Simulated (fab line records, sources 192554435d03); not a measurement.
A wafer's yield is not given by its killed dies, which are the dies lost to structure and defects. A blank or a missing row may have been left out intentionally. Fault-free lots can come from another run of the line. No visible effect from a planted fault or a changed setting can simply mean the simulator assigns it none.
A struck lot beside a sound one | flow n5-finfet | 38 out of 1938 route steps
Sound: these wafers, L180.2, L180.4, L180.6. The struck wafers were L176.2, L176.3, L176.4. The cause is given at the end.
Each step with rows lists, per side, the tool, then ch with its chambers, then its first start. Under that, the readings that differ: sound wafers | struck wafers | difference of the means | sigmas: that difference in standard deviations of wafers without a fault.
alike: a reading whose means differ by less than 2 such deviations, as well as words and numbers matching on both sides. not compared: withheld readings; readings where some wafer has no value; bounds like >300 that might hide an equal value; numbers whose values overlap and for which the record gives no deviation.
Wherever a step has rows on one side only, a row that says differs or no value, or a row with sigmas, the two part there. Non-overlapping numbers with no deviation appear without sigmas and do not part them. Lack of a reading on every wafer of one side parts them only where that side has two or more wafers.

first, 10 steps without rows for these wafers: N5_PMOS_HMC_CHANNEL_EPI_PRECLEAN_37 (cleans in O3/DIW, time 45 s); N5_PMOS_HMC_CHANNEL_EPI_PRECLEAN_24 (cleans in DHF, time 30 s); N5_PMOS_HMC_CHANNEL_EPI_SRD_25 (time 30 s); N5_PMOS_HMC_CHANNEL_EPI_EPI_26 (deposits Si from SiH4/H2, target thk 3.8 nm, time 22.7 s); N5_FIN_SAQP_PRECLEAN_42 (cleans in O3/DIW, time 60 s); N5_FIN_SAQP_PRECLEAN_00 (cleans in SC1, time 60 s); N5_FIN_SAQP_PRECLEAN_44 (cleans in SC2, time 45 s); N5_FIN_SAQP_SRD_01 (time 30 s); N5_FIN_SAQP_ALD_61 (deposits SiO2, target thk 4 nm, pulse time 1 s, purge time 2 s); N5_FIN_SAQP_DENSIFY_62 (time 60 s).
N5_FIN_SAQP_HM_DEP_03: deposits SiNx from SiH4/NH3/N2, target thk 38 nm, time 33.6 s.
  sound on pecvd-02 ch 1,2, day 5 10:17; struck on pecvd-04 ch 0,2, day 4 09:25
  alike: heater-power-outer-w, heater-power-w, rf-fwd-power-W, showerhead-plenum-p-Torr, throttle-valve-pct
  not compared: since-wet-clean-h
N5_FIN_SAQP_THK_MEAS_05:
  sound on film-metro-01, day 5 10:22; struck on film-metro-01, day 4 09:31
  reading     | sound          | struck         | difference | sigmas
  thk-nm (nm) | 38.2 38.9 38.4 | 31.4 31.7 32.6 | -6.6       | -13
then, 24 steps without rows for these wafers: N5_FIN_SAQP_PECVD_47 (deposits a-Si from SiH4/He, target thk 45 nm, time 36.3 s); N5_FIN_SAQP_PECVD_48 (deposits SiNx from SiH4/NH3/N2, target thk 25 nm, time 22.1 s); N5_FIN_SAQP_PECVD_06 (deposits a-Si from SiH4/He, target thk 60 nm, time 48.1 s); N5_FIN_SAQP_HM_DEP_72 (deposits SiO2 from SiH4/N2O, target thk 12 nm, time 7.2 s); N5_FIN_SAQP_COAT_49 (time 60 s, resist thk 100 nm); N5_FIN_SAQP_COAT_50 (time 60 s, resist thk 35 nm); N5_FIN_SAQP_COAT_10 (resist thk 90 nm); N5_FIN_SAQP_EBR_12; N5_FIN_SAQP_SOFTBAKE_11 (time 60 s); N5_FIN_SAQP_EXPOSE_13 (exposes mask FIN CORE, target cd 35.6 nm); N5_FIN_SAQP_PEB_14 (peb time 60 s); N5_FIN_SAQP_DEVELOP_15 (develop time 30 s); N5_FIN_SAQP_DESCUM_21 (chemistry O2, time 7.9 s); N5_FIN_SAQP_ETCH_51 (etches SiARC in CF4, target depth 45.5 nm, time 75.8 s); N5_FIN_SAQP_ETCH_52 (etches SOC in N2/H2, target depth 100 nm, overetch 20 nm, time 150 s); N5_FIN_SAQP_STRIP_53 (strips in N2/H2); N5_FIN_SAQP_HM_OPEN_73 (chemistry CHF3/O2, target SiO2, stops on a-Si, target depth 12 nm, time 16.8 s); N5_FIN_SAQP_STRIP_74 (strips in CHF3/O2); N5_FIN_SAQP_MANDREL_ETCH_22 (etches a-Si in HBr/Cl2, stops on SiNx, target depth 60 nm, bt time 10 s, time 30 s); N5_FIN_SAQP_STRIP_55 (strips in N2/H2); N5_FIN_SAQP_STRIP_23 (strips in SPM, time 750 s); N5_FIN_SAQP_SRD_66 (time 30 s); N5_FIN_SAQP_RECESS_75 (chemistry HF/NH3, target SiO2, target depth 14.4 nm, afs cycles 3, sublimation time 60 s); N5_FIN_SAQP_SPACER1_ALD_24 (deposits SiO2, target thk 20.3 nm, pulse time 1 s, purge time 2 s).
-- a jump in the record: the struck wafers' starts before and after are 6 days apart (it breaks off in module FIN_SAQP and resumes in module BEOL_M4, where the first step shown is number 1111 of the route) --
N5_BEOL_M4_RC_MEAS_101:
  sound on prober-01 ch 0, day 12 14:52; struck on prober-02 ch 0, day 10 18:32
  alike: DIBL_N, DIBL_P, IOFF_N, IOFF_P, ION_N, ION_P, SS_N, SS_P, VT_N, VT_P
-- record jumps: 4 days separate the struck wafers' starts on either side; left off in module BEOL_M4, taken up again in module PASSIVATION, whose first shown step is the route's number 1936 --
N5_PASSIVATION_PROBE_49:
  rows exist in the record for the struck wafers here (prober-02, day 15 01:08), but not for the sound ones

WHERE THEY PART
First at N5_FIN_SAQP_THK_MEAS_05; last, within this record, at N5_PASSIVATION_PROBE_49.

WHY: what the simulator had put in
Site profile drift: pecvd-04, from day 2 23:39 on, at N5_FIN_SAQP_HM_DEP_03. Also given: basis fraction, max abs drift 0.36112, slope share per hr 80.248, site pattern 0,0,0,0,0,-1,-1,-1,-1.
